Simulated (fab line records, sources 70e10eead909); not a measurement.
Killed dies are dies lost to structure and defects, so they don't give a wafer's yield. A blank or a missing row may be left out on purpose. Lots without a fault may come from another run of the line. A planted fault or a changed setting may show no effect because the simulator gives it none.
Chamber matching | flow nand_harc | NHARC_A_STAIRCASE_ETCHBACK_422 on rie_diel-12: 4 sister chambers
The step etches the open film in CH3F/O2, target depth 40 nm, time 74.286 s. 14 wafers are shown with their chamber, then 7 later ones without.

WAFERS WITH THEIR CHAMBER
wafer  | chamber | showerhead_plenum_p_Torr (Torr) | rf_vpp_V (V) | oes_product_au (a.u.)
L079.1 | 2       | 2.34                            | 242.4        | 1.01
L079.4 | 1       | 2.53                            | 246.1        | 1.01
L079.5 | 3       | 2.55                            | 244.7        | 1.01
L077.3 | 3       | 2.55                            | 245.2        | 1.01
L077.5 | 2       | 2.34                            | 243.4        | 1.01
L077.6 | 1       | 2.53                            | 246.5        | 1.00
L085.4 | 2       | 2.34                            | 242.7        | 1.01
L085.5 | 3       | 2.54                            | 246.3        | 1.01
L085.6 | 0       | 2.65                            | 245.9        | 1.01
L086.2 | 2       | 2.34                            | 243.5        | 0.94
L086.5 | 3       | 2.54                            | 243.7        | 0.93
L086.6 | 0       | 2.65                            | 246.6        | 0.93
L088.1 | 1       | 2.51                            | 245.7        | 0.92
L088.2 | 2       | 2.33                            | 242.3        | 0.94

SIGNATURES (means of the wafers above)
reading                  | chamber 0 | chamber 1 | chamber 2 | chamber 3 | scatter within a chamber
showerhead_plenum_p_Torr | 2.6500    | 2.5233    | 2.3380    | 2.5450    | 0.00668
rf_vpp_V                 | 246.250   | 246.100   | 242.860   | 244.975   | 0.73
oes_product_au           | 0.9700    | 0.9767    | 0.9820    | 0.9900    | 0.0433
Rule: a wafer's distance from a chamber is the root of the sum, over the readings, of the square of ((its reading less the chamber's mean) divided by the reading's scatter). The wafer belongs to the nearest chamber; if the next one is less than 2 further off, it can't be placed. The scatter: the root of (the sum of the squares of (reading less its chamber's mean) over the shown wafers, divided by (wafers less chambers)).

WAFERS WITHOUT THEIR CHAMBER
wafer  | showerhead_plenum_p_Torr (Torr) | rf_vpp_V (V) | oes_product_au (a.u.)
L088.5 | 2.33                            | 242.6        | 0.94
L088.3 | 2.64                            | 246.8        | 0.94
L088.4 | 2.54                            | 246.1        | 0.95
L088.6 | 2.51                            | 244.6        | 0.93
L097.1 | 2.32                            | 242.4        | 1.01
L097.3 | 2.53                            | 246.1        | 1.02
L097.5 | 2.50                            | 244.4        | 1.00

WHICH CHAMBER EACH WENT THROUGH
wafer  | from the rows above     | in truth
L088.5 | 2                       | 2
L088.3 | 0                       | 0
L088.4 | can't be placed: 3 or 1 | 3
L088.6 | 1                       | 1
L097.1 | 2                       | 2
L097.3 | can't be placed: 1 or 3 | 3
L097.5 | 1                       | 1
Placed correctly: 5 of 7. Can't be placed from these rows: 2 (the true chamber is among the candidates in 2). Placed wrongly: 0.
